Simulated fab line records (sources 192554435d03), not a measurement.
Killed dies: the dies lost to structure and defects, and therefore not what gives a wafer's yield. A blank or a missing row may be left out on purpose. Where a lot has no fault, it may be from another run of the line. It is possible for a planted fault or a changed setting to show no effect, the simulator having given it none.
fab line records	flow n5-finfet
[record] lots = 5	wafers = 15	last-day = 17
route steps=1938 shown BEOL_M4@1094 BEOL_M5@1112
lots that met no fault: from a run of the same line without faults
start-h: hours from the record's first day to the start of the lot's first wafer shown	wait-h: time in hours since the lot's previous step	" repeats the value in the row above	L1.1+2: a single row standing in for several wafers	- no value, or no start given	* or withheld: withheld	< > ~ a bound
route shown NAME@n: NAME is a module with steps in the file, n the number in the route of the first one	usual: mean/standard deviation of fault-free wafers	same: alike in all rows	chamber/n: place in a boat	sites: readings site by site	_std_site: how widely they spread, as a standard deviation	_edge_site: inner sites' mean taken away from outer sites' mean	radius-mm: how far each site lies from the wafer's centre	mask NAME#n: copy n	behind: tool/chamber where the wafer was last shaped	hold: why the lot went on hold/how many hours it stayed there/how the hold came to an end	device: transistor that didn't switch, given as n, p or np	end of line: the same wafers' tests at the end of the route	for a step that has no rows: nothing shown but its recipe	killed: count of dies lost to structure and defects at first sort (not the wafer's yield)	map: a wafer's dies, x killed, . not, _ none there
set.NAME: setting as actually run; set.NAME@STEP: the setting as run at that earlier step	model.NAME: the simulator's own value behind a step, which no gauge read
a table for each step, a row for each wafer; lots at some steps of the route
services: the hour from which a tool's chamber was out of use, counted from the record's first day as start-h (under 0 if before that day), plus the number of hours and why
[[steps]]
[step N5_BEOL_M4_SPUTTER_90]
[recipe] material = Cu	target-thk-a = 45	temp-c = -20	chamber-pressure-pa = 0.07	power-w = withheld	time-s = 8.29
[usual] substrate-temp-c = -20.01/0.11	throttle-valve-pct = 30.4/1.2
lot.wafer	tool	chamber	start-h	wait-h	substrate-temp-c	throttle-valve-pct
L077.1	pvd-sputter-03	-	212.13	0.1	-20.06	31.2
L077.2	"	-	"	"	-19.92	30.8
L077.4	"	-	"	"	-20.04	27.7
L083.2	pvd-sputter-03	-	238.82	0.1	-20.08	30.9
L083.4	"	-	"	"	-19.92	29.9
L083.6	"	-	"	"	-20.12	31.1
L084.1	pvd-sputter-02	-	243.30	0.1	-20.16	30.8
L084.2	"	-	"	"	-19.97	30.0
L084.3	"	-	"	"	-19.92	28.5
L086.1	pvd-sputter-02	-	263.99	0.1	-19.98	29.4
L086.3	"	-	"	"	-19.96	28.6
L086.4	"	-	"	"	-19.98	31.1
L092.4	pvd-sputter-03	-	304.33	0.1	-19.85	31.1
L092.5	"	-	"	"	-20.02	30.1
L092.6	"	-	"	"	-19.95	27.8
[step N5_BEOL_M4_ANNEAL_91]
[recipe] temp-c = 400	time-s = 240	ambient = vacuum
[usual] heater-power-w = 821/84
lot.wafer	tool	chamber	start-h	wait-h	heater-power-w
L077.1	pvd-sputter-03	-	212.21	0.0	661
L077.2	"	-	"	"	812
L077.4	"	-	"	"	879
L083.2	pvd-sputter-03	-	238.90	0.0	834
L083.4	"	-	"	"	722
L083.6	"	-	"	"	679
L084.1	pvd-sputter-02	-	243.38	0.0	865
L084.2	"	-	"	"	805
L084.3	"	-	"	"	856
L086.1	pvd-sputter-02	-	264.07	0.0	711
L086.3	"	-	"	"	858
L086.4	"	-	"	"	877
L092.4	pvd-sputter-03	-	304.41	0.0	845
L092.5	"	-	"	"	738
L092.6	"	-	"	"	895
[step N5_BEOL_M4_SPUTTER_92]
[recipe] material = Cu	target-thk-a = 45	temp-c = -20	chamber-pressure-pa = 0.07	power-w = withheld	time-s = 8.29
[usual] substrate-temp-c = -20.00/0.093	throttle-valve-pct = 30.4/1.1
lot.wafer	tool	chamber	start-h	wait-h	substrate-temp-c	throttle-valve-pct
L077.1	pvd-sputter-03	-	212.35	0.1	-20.21	31.0
L077.2	"	-	"	"	-19.94	30.9
L077.4	"	-	"	"	-19.99	28.1
L083.2	pvd-sputter-03	-	239.04	0.1	-20.01	30.8
L083.4	"	-	"	"	-19.98	30.0
L083.6	"	-	"	"	-20.00	30.9
L084.1	pvd-sputter-02	-	243.52	0.1	-20.14	31.2
L084.2	"	-	"	"	-19.89	30.4
L084.3	"	-	"	"	-19.88	28.7
L086.1	pvd-sputter-02	-	264.21	0.1	-20.02	29.6
L086.3	"	-	"	"	-20.02	28.6
L086.4	"	-	"	"	-20.01	30.9
L092.4	pvd-sputter-03	-	304.55	0.1	-19.85	30.8
L092.5	"	-	"	"	-20.06	30.2
L092.6	"	-	"	"	-19.95	27.9
[step N5_BEOL_M4_ANNEAL_93]
[recipe] temp-c = 400	time-s = 240	ambient = vacuum
[usual] heater-power-w = 823/84
lot.wafer	tool	chamber	start-h	wait-h	heater-power-w
L077.1	pvd-sputter-03	-	212.43	0.0	679
L077.2	"	-	"	"	832
L077.4	"	-	"	"	858
L083.2	pvd-sputter-03	-	239.12	0.0	847
L083.4	"	-	"	"	734
L083.6	"	-	"	"	697
L084.1	pvd-sputter-02	-	243.60	0.0	894
L084.2	"	-	"	"	813
L084.3	"	-	"	"	846
L086.1	pvd-sputter-02	-	264.29	0.0	709
L086.3	"	-	"	"	863
L086.4	"	-	"	"	890
L092.4	pvd-sputter-03	-	304.63	0.0	836
L092.5	"	-	"	"	752
L092.6	"	-	"	"	876
[step N5_BEOL_M4_SPUTTER_94]
[recipe] material = Cu	target-thk-a = 45	temp-c = -20	chamber-pressure-pa = 0.07	power-w = withheld	time-s = 8.29
[usual] substrate-temp-c = -20.00/0.11	throttle-valve-pct = 30.4/1.2
lot.wafer	tool	chamber	start-h	wait-h	substrate-temp-c	throttle-valve-pct
L077.1	pvd-sputter-03	-	212.57	0.1	-20.16	30.8
L077.2	"	-	"	"	-19.99	30.6
L077.4	"	-	"	"	-20.10	27.6
L083.2	pvd-sputter-03	-	239.26	0.1	-20.08	30.9
L083.4	"	-	"	"	-20.02	30.1
L083.6	"	-	"	"	-19.99	31.3
L084.1	pvd-sputter-02	-	243.74	0.1	-20.00	30.8
L084.2	"	-	"	"	-19.92	30.0
L084.3	"	-	"	"	-19.86	28.7
L086.1	pvd-sputter-02	-	264.43	0.1	-19.97	29.5
L086.3	"	-	"	"	-20.11	28.3
L086.4	"	-	"	"	-19.94	30.8
L092.4	pvd-sputter-03	-	304.77	0.1	-20.02	31.2
L092.5	"	-	"	"	-20.21	30.2
L092.6	"	-	"	"	-20.20	27.8
[step N5_BEOL_M4_ANNEAL_95]
[recipe] temp-c = 400	time-s = 240	ambient = vacuum
[usual] heater-power-w = 824/84
lot.wafer	tool	chamber	start-h	wait-h	heater-power-w
L077.1	pvd-sputter-03	-	212.65	0.0	663
L077.2	"	-	"	"	862
L077.4	"	-	"	"	876
L083.2	pvd-sputter-03	-	239.34	0.0	847
L083.4	"	-	"	"	748
L083.6	"	-	"	"	684
L084.1	pvd-sputter-02	-	243.82	0.0	879
L084.2	"	-	"	"	811
L084.3	"	-	"	"	866
L086.1	pvd-sputter-02	-	264.51	0.0	721
L086.3	"	-	"	"	846
L086.4	"	-	"	"	883
L092.4	pvd-sputter-03	-	304.85	0.0	860
L092.5	"	-	"	"	747
L092.6	"	-	"	"	874
[step N5_BEOL_M4_SPUTTER_96]
[recipe] material = Cu	target-thk-a = 45	temp-c = -20	chamber-pressure-pa = 0.07	power-w = withheld	time-s = 8.29
[usual] substrate-temp-c = -19.99/0.1	throttle-valve-pct = 30.4/1.2
lot.wafer	tool	chamber	start-h	wait-h	substrate-temp-c	throttle-valve-pct
L077.1	pvd-sputter-03	-	212.79	0.1	-20.10	31.0
L077.2	"	-	"	"	-20.02	30.5
L077.4	"	-	"	"	-20.23	27.7
L083.2	pvd-sputter-03	-	239.48	0.1	-20.10	30.7
L083.4	"	-	"	"	-20.21	30.0
L083.6	"	-	"	"	-20.11	30.7
L084.1	pvd-sputter-02	-	243.96	0.1	-20.23	31.2
L084.2	"	-	"	"	-20.03	29.9
L084.3	"	-	"	"	-20.09	28.6
L086.1	pvd-sputter-02	-	264.65	0.1	-19.97	29.4
L086.3	"	-	"	"	-20.11	28.5
L086.4	"	-	"	"	-19.99	30.9
L092.4	pvd-sputter-03	-	304.99	0.1	-20.12	30.9
L092.5	"	-	"	"	-20.08	30.0
L092.6	"	-	"	"	-19.95	27.8
[step N5_BEOL_M4_ECD_50]
[recipe] material = Cu	target-thk-a = 3000
lot.wafer	tool	chamber	start-h	wait-h
L077.1+2+4	ecd-cu-01	1,0,0	212.91	0.1
L083.2+4+6	ecd-cu-02	1,1,0	239.59	0.1
L084.1+2+3	ecd-cu-02	1,0,1	244.07	0.1
L086.1+3+4	ecd-cu-01	0,0,1	264.77	0.1
L092.4+5+6	ecd-cu-01	0,1,0	305.12	0.1
[step N5_BEOL_M4_ANNEAL_51]
[recipe] temp-c = 225	time-s = 90	ambient = N2
[usual] wafer_temp_C_max = 226.46/0.28
lot.wafer	tool	chamber	start-h	wait-h	wafer_temp_C_max
L077.1	rtp-anneal-02	0	212.99	0.1	226.95
L077.2	"	0	"	"	226.32
L077.4	"	0	"	"	226.76
L083.2	rtp-anneal-01	0	239.72	0.1	226.26
L083.4	"	0	"	"	226.20
L083.6	"	0	"	"	226.05
L084.1	rtp-anneal-02	0	244.15	0.1	225.98
L084.2	"	0	"	"	226.20
L084.3	"	0	"	"	226.27
L086.1	rtp-anneal-02	0	264.85	0.1	226.58
L086.3	"	0	"	"	226.91
L086.4	"	0	"	"	226.13
L092.4	rtp-anneal-02	0	305.32	0.2	226.39
L092.5	"	0	"	"	226.67
L092.6	"	0	"	"	226.07
[step N5_BEOL_M4_CMP_52]
[recipe] stop-on = SiOC	t-overpolish-s = 6.8	down-force-psi = 1	platen-rpm = 50	clearing-platen-down-force-psi = 1.5	clearing-platen-rpm = 50	post-cmp-clean = cu-alkaline	target-thk-nm = 40	clearing-platen-pad-velocity-m-s = 0.99484	pad-velocity-m-s = 0.99484
[usual] barrier-field-endpoint-s = 24.5/0.61	clearing-platen-down-force-psi = 1.500/0.0031	motor-current-A = 6.1/0.8	overpolish-run-s = 6.800/0.0097	slurry-flow-ml-min = 150.0/0.49	time-to-endpoint-s = 62/3.1
lot.wafer	tool	chamber	start-h	wait-h	barrier-field-endpoint-s	clearing-platen-down-force-psi	motor-current-A	overpolish-run-s	slurry-flow-ml-min	time-to-endpoint-s
L077.1	cmp-04	1	213.29	0.3	24.3	1.501	5.6	6.795	150.8	60
L077.4	"	2	"	"	24.2	1.494	5.8	6.804	150.6	59
L077.2	"	0	"	"	24.5	1.499	5.0	6.803	149.2	63
L083.4	cmp-02	0	239.98	0.1	23.4	1.502	6.8	6.775	151.0	56
L083.2	"	3	"	"	23.6	1.502	7.7	6.794	150.0	57
L083.6	"	0	"	"	24.4	1.502	6.7	6.797	149.6	58
L084.3	cmp-04	1	244.45	0.2	24.0	1.496	5.8	6.801	150.9	61
L084.2	"	2	"	"	24.0	1.497	5.8	6.802	149.9	57
L084.1	"	0	"	"	24.1	1.501	5.4	6.804	149.4	59
L086.1	cmp-01	2	265.18	0.3	24.1	1.501	6.4	6.803	149.3	62
L086.4	"	3	"	"	25.3	1.493	6.0	6.812	149.9	65
L086.3	"	0	"	"	25.4	1.499	5.7	6.795	149.2	65
L092.4	cmp-04	0	305.59	0.2	24.5	1.500	5.1	6.797	150.5	67
L092.5	"	1	"	"	24.6	1.505	5.5	6.797	150.5	65
L092.6	"	2	"	"	24.1	1.498	5.6	6.795	150.1	64
[step N5_BEOL_M4_THK_MEAS_53]
[recipe] thk-meas-gauge = xrf	reads = Cu_of_BEOL_M4_ECD_50
[usual] M4_THK = 39.9/1.6
lot.wafer	tool	chamber	start-h	wait-h	M4_THK[nm]
L077.1	film-metro-02	-	213.58	-	37.8
L077.2	"	-	"	"	37.5
L077.4	"	-	"	"	37.4
L083.2	film-metro-01	-	240.28	-	40.3
L083.4	"	-	"	"	38.4
L083.6	"	-	"	"	39.4
L084.1	film-metro-01	-	244.74	-	40.0
L084.2	"	-	"	"	38.4
L084.3	"	-	"	"	39.3
L086.1	film-metro-01	-	265.44	-	39.1
L086.3	"	-	"	"	41.0
L086.4	"	-	"	"	41.8
L092.4	film-metro-01	-	305.78	-	42.9
L092.5	"	-	"	"	38.9
L092.6	"	-	"	"	41.9
[step N5_BEOL_M4_PRE_CLEAN_60]
[recipe] gas = NH3/H2	time-s = 15	temp-c = *	rf-power-w = 300
[usual] heater-power-w = 82/14
lot.wafer	tool	chamber	start-h	wait-h	heater-power-w
L077.1	cvd-co-01	2	213.62	0.0	68
L077.2	"	1	"	"	114
L077.4	"	2	"	"	70
L083.2	cvd-co-02	1	240.31	0.0	81
L083.4	"	1	"	"	82
L083.6	"	2	"	"	79
L084.1	cvd-co-01	0	244.78	0.0	77
L084.2	"	2	"	"	69
L084.3	"	1	"	"	112
L086.1	cvd-co-02	2	265.47	0.0	79
L086.3	"	1	"	"	81
L086.4	"	2	"	"	80
L092.4	cvd-co-01	1	305.85	0.1	113
L092.5	"	2	"	"	71
L092.6	"	0	"	"	77
[step N5_BEOL_M4_CO_CAP_55]
[recipe] material = Co	target-thk-a = 20	temp-c = 200	precursor = CCTBA/H2	pressure-torr = 30	time-s = 102.1
[usual] heater-power-w = 232/19
lot.wafer	tool	chamber	start-h	wait-h	heater-power-w
L077.1	cvd-co-01	2	213.66	0.0	217
L077.2	"	1	"	"	279
L077.4	"	2	"	"	219
L083.2	cvd-co-02	1	240.35	0.0	234
L083.4	"	1	"	"	231
L083.6	"	2	"	"	232
L084.1	cvd-co-01	0	244.82	0.0	228
L084.2	"	2	"	"	212
L084.3	"	1	"	"	272
L086.1	cvd-co-02	2	265.53	0.0	234
L086.3	"	1	"	"	232
L086.4	"	2	"	"	227
L092.4	cvd-co-01	1	305.90	0.0	271
L092.5	"	2	"	"	219
L092.6	"	0	"	"	224
[step N5_BEOL_M4_PRE_CLEAN_56]
[recipe] gas = NH3	time-s = 15	temp-c = withheld	rf-power-w = 300
lot.wafer	tool	chamber	start-h	wait-h
L077.1+2+4	pecvd-01	0,1,0	213.75	0.1
L083.2+4+6	pecvd-03	0,1,0	240.44	0.1
L084.1+2+3	pecvd-04	0,1,2	244.92	0.1
L086.1+3+4	pecvd-04	0,2,0	265.66	0.1
L092.4+5+6	pecvd-01	2,0,1	305.97	0.0
[step N5_BEOL_M4_DEP_57]
[recipe] material = SiCN	target-thk-a = 80	temp-c = withheld	precursor = 3MS/NH3	pressure-torr = 3	rf-w = 202	time-s = 14
[usual] showerhead-plenum-p-Torr = 3.657/0.011	throttle-valve-pct = 9.1/0.36
lot.wafer	tool	chamber	start-h	wait-h	showerhead-plenum-p-Torr	throttle-valve-pct
L077.1	pecvd-01	0	213.78	0.0	3.664	9.2
L077.2	"	1	"	"	3.657	9.1
L077.4	"	0	"	"	3.655	9.4
L083.2	pecvd-03	0	240.47	0.0	3.680	9.8
L083.4	"	1	"	"	3.639	9.6
L083.6	"	0	"	"	3.678	9.6
L084.1	pecvd-04	0	244.95	0.0	3.644	8.7
L084.2	"	1	"	"	3.655	9.3
L084.3	"	2	"	"	3.650	8.8
L086.1	pecvd-04	0	265.69	0.0	3.653	9.2
L086.3	"	2	"	"	3.649	8.9
L086.4	"	0	"	"	3.651	8.8
L092.4	pecvd-01	2	306.00	0.0	3.647	9.0
L092.5	"	0	"	"	3.651	9.4
L092.6	"	1	"	"	3.645	9.4
[step N5_BEOL_M4_RS_MEAS_58]
[recipe] thk-meas-gauge = four-point-probe	reads = Co_of_BEOL_M4_CO_CAP_55+Cu_of_BEOL_M4_ECD_50+Co_of_BEOL_M4_CVD_47+TaN_of_BEOL_M4_ALD_84
[usual] M4_RS = 0.66/0.034
lot.wafer	tool	chamber	start-h	wait-h	M4_RS[ohm/sq]
L077.1	film-metro-02	-	213.84	0.0	0.71
L077.2	"	-	"	"	0.71
L077.4	"	-	"	"	0.72
L083.2	film-metro-01	-	240.54	0.1	0.65
L083.4	"	-	"	"	0.69
L083.6	"	-	"	"	0.67
L084.1	film-metro-01	-	245.03	0.1	0.65
L084.2	"	-	"	"	0.69
L084.3	"	-	"	"	0.67
L086.1	film-metro-02	-	265.75	0.0	0.68
L086.3	"	-	"	"	0.65
L086.4	"	-	"	"	0.62
L092.4	film-metro-01	-	306.05	0.0	0.60
L092.5	"	-	"	"	0.68
L092.6	"	-	"	"	0.62
[step N5_BEOL_M4_INSPECT_59]
[recipe] inspect-instrument = darkfield	mode = post-dep
[usual] raw-defect-count = 72/25
lot.wafer	tool	chamber	start-h	wait-h	raw-defect-count
L077.1	defect-inspect-01	-	213.87	0.0	85
L077.2	"	-	"	"	63
L077.4	"	-	"	"	77
L083.2	defect-inspect-01	-	240.56	0.0	94
L083.4	"	-	"	"	96
L083.6	"	-	"	"	68
L084.1	defect-inspect-02	-	245.05	0.0	77
L084.2	"	-	"	"	135
L084.3	"	-	"	"	66
L086.1	defect-inspect-01	-	265.78	0.0	70
L086.3	"	-	"	"	80
L086.4	"	-	"	"	107
L092.4	defect-inspect-01	-	306.08	0.0	85
L092.5	"	-	"	"	59
L092.6	"	-	"	"	79
[step N5_BEOL_M4_RC_MEAS_101]
[usual] DIBL_N = 35.3/1.8	DIBL_P = 35.2/2.2	IOFF_N = 0.144/0.029	IOFF_P = 0.19/0.031	ION_N = 670/12	ION_P = 460/7.6	SS_N = 71.2/0.62	SS_P = 73.0/0.69	VT_N = 251/3.4	VT_P = -251.4/2.6
lot.wafer	tool	chamber	start-h	wait-h	DIBL_N[mV/V]	DIBL_P[mV/V]	IOFF_N[nA/um]	IOFF_P[nA/um]	ION_N[uA/um]	ION_P[uA/um]	SS_N[mV/dec]	SS_P[mV/dec]	VT_N[mV]	VT_P[mV]
L077.1	prober-02	0	213.89	0.0	37.9	36.6	0.188	0.23	681	463	72.3	73.8	246	-251.9
L077.2	"	0	"	"	34.8	33.6	0.136	0.19	673	461	71.4	72.1	251	-250.8
L077.4	"	0	"	"	33.5	33.0	0.111	0.18	661	458	70.4	72.7	255	-251.9
L083.2	prober-02	0	240.74	0.2	35.6	35.9	0.155	0.21	674	463	70.8	73.6	248	-249.8
L083.4	"	0	"	"	34.7	34.0	0.131	0.17	670	454	70.5	72.6	250	-256.4
L083.6	"	0	"	"	37.4	37.5	0.193	0.24	690	472	71.4	74.2	245	-249.8
L084.1	prober-01	0	245.08	0.0	30.7	28.8	0.083	0.12	656	456	70.0	70.9	254	-255.6
L084.2	"	0	"	"	35.3	34.9	0.142	0.18	673	461	70.5	72.4	250	-253.6
L084.3	"	0	"	"	35.5	36.4	0.160	0.20	699	479	70.9	73.1	246	-251.4
L086.1	prober-02	0	265.80	0.0	33.9	32.8	0.128	0.18	652	448	70.9	73.1	251	-251.0
L086.3	"	0	"	"	34.3	32.9	0.136	0.18	647	444	71.5	72.7	254	-250.7
L086.4	"	0	"	"	35.8	35.4	0.156	0.22	665	461	71.4	73.5	250	-249.6
L092.4	prober-01	0	306.57	0.5	35.6	35.2	0.147	0.20	671	461	71.0	72.5	251	-251.2
L092.5	"	0	"	"	34.7	34.0	0.135	0.19	677	466	71.4	72.9	249	-251.4
L092.6	"	0	"	"	33.9	32.9	0.112	0.17	658	460	71.1	72.0	255	-253.4
[step N5_BEOL_M5_ILD_DEP_00]
[recipe] material = SiCOH_lowk	target-thk-a = 1406.4	temp-c = 300	precursor = DEMS/porogen	pressure-torr = 5	rf-w = 500	time-s = 25.9
[usual] heater-power-w = 314/49	showerhead-plenum-p-Torr = 5.742/0.018	throttle-valve-pct = 13.9/0.73
lot.wafer	tool	chamber	start-h	wait-h	heater-power-w	showerhead-plenum-p-Torr	throttle-valve-pct
L077.1	pecvd-04	0	214.86	0.8	279	5.729	14.0
L077.2	"	0	"	"	207	5.738	13.6
L077.4	"	0	"	"	219	5.736	13.5
L083.2	pecvd-02	1	241.55	0.7	423	5.769	13.7
L083.4	"	0	"	"	326	5.751	13.9
L083.6	"	1	"	"	414	5.747	14.0
L084.1	pecvd-04	2	246.04	0.8	303	5.717	13.9
L084.2	"	1	"	"	341	5.724	14.1
L084.3	"	0	"	"	264	5.729	13.5
L086.1	pecvd-04	1	266.77	0.8	322	5.736	13.9
L086.3	"	0	"	"	225	5.740	13.6
L086.4	"	0	"	"	225	5.731	13.9
L092.4	pecvd-02	0	307.09	0.4	372	5.767	13.8
L092.5	"	2	"	"	317	5.742	14.1
L092.6	"	1	"	"	401	5.745	14.0
[step N5_BEOL_M5_CURE_79]
[recipe] temp-c = 385	time-s = 240	ambient = He/Ar	material = SiCOH_lowk
[usual] lamp-power-pct = 52.31/0.05	wafer_temp_C_max = 386.7/0.6
lot.wafer	tool	chamber	start-h	wait-h	lamp-power-pct	wafer_temp_C_max
L077.1	uv-cure-03	0	215.01	0.1	52.31	388.1
L077.2	"	0	"	"	52.29	387.1
L077.4	"	0	"	"	52.35	388.1
L083.2	uv-cure-02	1	241.77	0.2	52.31	387.2
L083.4	"	1	"	"	52.33	386.3
L083.6	"	1	"	"	52.36	386.9
L084.1	uv-cure-01	2	246.10	0.0	52.28	386.5
L084.2	"	2	"	"	52.33	387.3
L084.3	"	2	"	"	52.32	386.9
L086.1	uv-cure-01	0	266.83	0.0	52.36	386.4
L086.3	"	0	"	"	52.38	386.3
L086.4	"	0	"	"	52.35	386.0
L092.4	uv-cure-02	1	307.37	0.3	52.34	386.8
L092.5	"	1	"	"	52.37	386.3
L092.6	"	1	"	"	52.25	387.4
[step N5_BEOL_M5_THK_MEAS_01]
[recipe] reads = SiCOH_lowk_of_BEOL_M5_ILD_DEP_00
[usual] M5_ILD_THK = 120.9/1.5
lot.wafer	tool	chamber	start-h	wait-h	M5_ILD_THK[nm]
L077.1	film-metro-02	-	215.52	0.4	120.5
L077.2	"	-	"	"	123.5
L077.4	"	-	"	"	122.2
L083.2	film-metro-01	-	242.60	0.7	118.6
L083.4	"	-	"	"	119.6
L083.6	"	-	"	"	119.9
L084.1	film-metro-01	-	246.62	0.4	118.6
L084.2	"	-	"	"	120.0
L084.3	"	-	"	"	120.2
L086.1	film-metro-02	-	267.34	0.4	121.0
L086.3	"	-	"	"	122.1
L086.4	"	-	"	"	122.1
L092.4	film-metro-02	-	307.64	0.2	122.1
L092.5	"	-	"	"	122.3
L092.6	"	-	"	"	122.8
[step N5_BEOL_M5_PECVD_70]
[recipe] material = SiO2	target-thk-a = 160	temp-c = 400	precursor = TEOS/O2	pressure-torr = 5.5	rf-w = 450	teos-flow-sccm = 53.8	gas = O2	flow-sccm = 3000	time-s = 18
[usual] heater-power-w = 743/93	showerhead-plenum-p-Torr = 8.80/0.074	throttle-valve-pct = 22.5/1.2
lot.wafer	tool	chamber	start-h	wait-h	heater-power-w	showerhead-plenum-p-Torr	throttle-valve-pct
L077.1	pecvd-03	2	215.56	0.0	817	8.82	20.2
L077.2	"	0	"	"	797	8.88	23.6
L077.4	"	0	"	"	802	8.89	24.0
L083.2	pecvd-03	0	242.67	0.1	741	8.88	23.7
L083.4	"	0	"	"	737	8.86	23.8
L083.6	"	1	"	"	729	8.68	23.7
L084.1	pecvd-03	0	246.65	0.0	703	8.86	24.0
L084.2	"	1	"	"	674	8.67	23.5
L084.3	"	0	"	"	698	8.87	23.8
L086.1	pecvd-03	0	267.38	0.0	791	8.89	24.0
L086.3	"	1	"	"	760	8.69	23.4
L086.4	"	0	"	"	782	8.90	24.1
L092.4	pecvd-02	1	307.69	0.1	897	8.85	22.3
L092.5	"	2	"	"	728	8.77	22.5
L092.6	"	0	"	"	794	8.88	22.1
[step N5_BEOL_M5_HM_DEP_02]
[recipe] material = TiN	target-thk-a = 200	temp-c = 25	chamber-pressure-pa = 0.49996
[usual] substrate-temp-c = 25.01/0.098	throttle-valve-pct = 30.3/1.2
lot.wafer	tool	chamber	start-h	wait-h	substrate-temp-c	throttle-valve-pct
L077.1	pvd-sputter-01	-	216.53	1.0	25.22	31.0
L077.2	"	-	"	"	24.91	31.9
L077.4	"	-	"	"	25.03	30.6
L083.2	pvd-sputter-01	-	244.58	1.9	24.86	32.0
L083.4	"	-	"	"	24.93	31.5
L083.6	"	-	"	"	25.03	31.0
L084.1	pvd-sputter-01	-	249.93	3.3	25.03	30.7
L084.2	"	-	"	"	24.97	30.8
L084.3	"	-	"	"	25.07	31.9
L086.1	pvd-sputter-02	-	267.45	0.1	24.95	29.6
L086.3	"	-	"	"	24.93	30.8
L086.4	"	-	"	"	25.25	28.6
L092.4	pvd-sputter-02	-	309.27	1.6	25.03	28.4
L092.5	"	-	"	"	24.97	28.7
L092.6	"	-	"	"	25.14	31.3
[step N5_BEOL_M5_COAT_59]
[recipe] resist = SOC	temp-c = 250	time-s = 60	spin-rpm = 1500	resist-thk-nm = 60
[usual] spin-speed-rpm = 1499.9/0.99
lot.wafer	tool	chamber	start-h	wait-h	spin-speed-rpm
L077.1	litho-track-02	0	216.66	0.1	1498.1
L077.2	"	0	"	"	1498.9
L077.4	"	0	"	"	1499.6
L083.2	litho-track-02	0	244.71	0.1	1500.1
L083.4	"	0	"	"	1499.4
L083.6	"	0	"	"	1502.0
L084.1	litho-track-02	0	250.05	0.1	1500.2
L084.2	"	0	"	"	1499.0
L084.3	"	0	"	"	1500.5
L086.1	litho-track-05	0	267.57	0.1	1498.2
L086.3	"	0	"	"	1500.7
L086.4	"	0	"	"	1498.9
L092.4	litho-track-02	0	309.40	0.1	1499.0
L092.5	"	0	"	"	1499.0
L092.6	"	0	"	"	1499.7
[[services]]
tool	chamber	start-h	hours	kind
cvd-co-02	1	191.54	13.6	repair
uv-cure-01	-	200.58	0.8	repair
cmp-01	-	200.70	19.2	pm
cmp-02	-	202.26	3.5	pm
pecvd-02	0	203.83	5.4	repair
pecvd-04	1	208.68	11.0	repair
cmp-04	-	220.73	0.5	repair
cvd-co-01	-	221.68	4.6	repair
cmp-01	-	225.87	2.0	repair
pecvd-04	1	225.93	2.8	repair
uv-cure-03	-	226.90	13.2	repair
cmp-04	-	227.11	4.6	pm
cmp-04	-	234.31	3.4	repair
pecvd-04	-	238.23	6.0	pm
pecvd-02	-	241.79	2.8	pm
pecvd-03	2	244.90	10.8	repair
cvd-co-02	0	264.52	17.4	repair
ecd-cu-01	-	269.44	0.8	repair
ecd-cu-02	-	280.55	2.0	repair
pecvd-03	-	294.00	0.4	repair
pecvd-04	1	296.83	17.5	repair
cmp-04	-	296.84	0.8	repair
uv-cure-02	-	299.23	2.1	pm
pvd-sputter-03	-	308.35	10.1	repair
[[key]]
fault none
